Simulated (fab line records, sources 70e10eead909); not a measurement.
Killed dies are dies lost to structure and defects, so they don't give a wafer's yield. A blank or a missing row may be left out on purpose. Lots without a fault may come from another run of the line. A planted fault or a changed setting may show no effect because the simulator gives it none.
Chamber matching | flow nand_harc | NHARC_P_GATE_ALD_36 on ald_sin-04: 4 sister chambers
The step deposits SiNx, target thk 20 nm, pulse time 60 s, ald cycles 223. 4 wafers are shown with their chamber, then 8 later ones without.

WAFERS WITH THEIR CHAMBER
wafer  | chamber | heater_power_w (W)
L088.6 | 1       | 753
L090.2 | 2       | 933
L090.1 | 3       | 937
L090.5 | 0       | 805

WAFERS WITHOUT THEIR CHAMBER
wafer  | heater_power_w (W)
L092.2 | 812
L092.6 | 803
L095.1 | 807
L095.2 | 730
L095.6 | 801
L097.4 | 833
L097.3 | 743
L097.6 | 813

WHICH CHAMBER EACH WENT THROUGH
wafer  | from the rows above | in truth
L092.2 | 0                   | 0
L092.6 | 0                   | 0
L095.1 | 0                   | 0
L095.2 | 1                   | 1
L095.6 | 0                   | 0
L097.4 | 0                   | 0
L097.3 | 1                   | 1
L097.6 | 0                   | 0
Placed correctly: 8 of 8. Can't be placed from these rows: 0. Placed wrongly: 0.
How it was worked out, from the rows above alone: a wafer's distance from a chamber is the root of the sum, over the readings, of the square of ((its reading less the chamber's mean) divided by the reading's scatter). The wafer belongs to the nearest chamber; if the next one is less than 2 further off, it can't be placed. A chamber's mean is the mean of its shown wafers. The scatter: with one shown wafer a chamber, the root of the mean of the squares of how far each hidden wafer lies from its nearest shown one.
